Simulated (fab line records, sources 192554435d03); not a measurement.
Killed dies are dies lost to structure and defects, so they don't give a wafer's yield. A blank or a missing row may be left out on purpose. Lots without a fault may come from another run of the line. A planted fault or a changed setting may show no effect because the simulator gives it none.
Split-lot experiment | flow n5_finfet | 7 lots, 21 wafers read, on a route of 1938 steps

THE SPLIT
At N5_BEOL_M2_COAT_22 (resist thk 30 nm), the setting spin_rpm was moved away from the recipe's 1500 rpm on 7 of the 21 wafers read, by -7.3% to +6.2%. The other wafers ran this setting at the recipe's value.

FROM THE SPLIT TO THE READING: what the file shows between them, 6 steps
- N5_BEOL_M2_EBR_24
- N5_BEOL_M2_SOFTBAKE_23: time 60 s
- N5_BEOL_M2_EXPOSE_25: exposes mask V1, defocus 5 nm
- N5_BEOL_M2_PEB_26: peb time 60 s
- N5_BEOL_M2_DEVELOP_27: develop time 30 s
- N5_BEOL_M2_DESCUM_33: chemistry O2, time 7 s

THE READING
CAR-EUV_of_BEOL_M2_COAT_22.thk_nm (the simulator's own value, which no gauge read), in nm, at N5_BEOL_M2_ETCH_77 (etches underlayer in N2/H2, target depth 6.5 nm, time 5.2 s). The file gives no usual value for it. The 14 wafers here that ran the recipe average 20.3 nm, standard deviation 0.12 nm.

wafer  | tool, chamber at the split | spin_rpm as run, rpm | against the recipe | CAR-EUV_of_BEOL_M2_COAT_22.thk_nm, nm | against lot-mates on the recipe
L078.1 | litho_track-01, 0          | 1566                 | +4.4%              | 19.8                                  | no lot-mate on the recipe
L078.6 | litho_track-01, 0          | 1566                 | +4.4%              | 19.8                                  | no lot-mate on the recipe
L078.2 | litho_track-01, 0          | 1566                 | +4.4%              | 19.6                                  | no lot-mate on the recipe
L079.3 | litho_track-02, 0          | 1500                 | recipe             | 20.2                                  | -
L079.4 | litho_track-02, 0          | 1500                 | recipe             | 20.2                                  | -
L079.5 | litho_track-02, 0          | 1500                 | recipe             | 20                                    | -
L087.3 | litho_track-02, 0          | 1500                 | recipe             | 20.2                                  | -
L087.4 | litho_track-02, 0          | 1500                 | recipe             | 20.2                                  | -
L087.6 | litho_track-02, 0          | 1500                 | recipe             | 20.2                                  | -
L088.4 | litho_track-02, 0          | 1500                 | recipe             | 20.4                                  | -
L088.5 | litho_track-02, 0          | 1500                 | recipe             | 20.4                                  | -
L088.6 | litho_track-02, 0          | 1500                 | recipe             | 20.4                                  | -
L091.1 | litho_track-02, 0          | 1390                 | -7.3%              | 21.6                                  | +1.2
L091.3 | litho_track-02, 0          | 1390                 | -7.3%              | 21.4                                  | +1.0
L091.4 | litho_track-02, 0          | 1500                 | recipe             | 20.4                                  | -
L093.1 | litho_track-03, 0          | 1593                 | +6.2%              | 19.4                                  | -0.8
L093.4 | litho_track-03, 0          | 1593                 | +6.2%              | 19.4                                  | -0.8
L093.3 | litho_track-03, 0          | 1500                 | recipe             | 20.2                                  | -
L097.2 | litho_track-01, 0          | 1500                 | recipe             | 20.2                                  | -
L097.5 | litho_track-01, 0          | 1500                 | recipe             | 20.2                                  | -
L097.4 | litho_track-01, 0          | 1500                 | recipe             | 20.4                                  | -

THE FIT
A straight line over all 21 wafers: CAR-EUV_of_BEOL_M2_COAT_22.thk_nm changes by -0.149 nm for each +1% of spin_rpm; r = -0.97; the points scatter about the line by 0.13 nm.
The same after taking each lot's own level away (the mean of its wafers on the recipe; 18 wafers): -0.141 nm for each +1%; r = -0.99; scatter 0.074 nm.
On that fit, the largest move of spin_rpm shifts the reading by 1 nm.
The lots' own levels span 20.13 to 20.40 nm, that is 2.3 times the standard deviation above.
So the lot-to-lot level changes the slope little: the two slopes agree.
Check: with one of the wafers moved furthest among these (-7.3%) left out of the fit, the line predicts +0.974 nm for it against its lot-mates. It came out at +1.2 nm against them.

THE WHOLE CHAIN: every reading that the file lists as answering this split, in the file's order
step                  | what it does                                                | reading                                                                            | change (the file's fit)               | r (the file's)
N5_BEOL_M2_COAT_22    | resist thk 30 nm                                            | CAR-EUV_of_BEOL_M2_COAT_22.thk_nm (the simulator's own value, which no gauge read) | -0.163 nm for each +1% of the setting | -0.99
N5_BEOL_M2_DEVELOP_27 | develop time 30 s                                           | CAR-EUV_of_BEOL_M2_COAT_22.thk_nm (the simulator's own value, which no gauge read) | -0.155 nm for each +1% of the setting | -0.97
N5_BEOL_M2_ETCH_77    | etches underlayer in N2/H2, target depth 6.5 nm, time 5.2 s | CAR-EUV_of_BEOL_M2_COAT_22.thk_nm (the simulator's own value, which no gauge read) | -0.141 nm for each +1% of the setting | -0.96

THE FILE'S OWN FIT
CAR-EUV_of_BEOL_M2_COAT_22.thk_nm changes by -0.141 nm for each +1% of spin_rpm, r = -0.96.
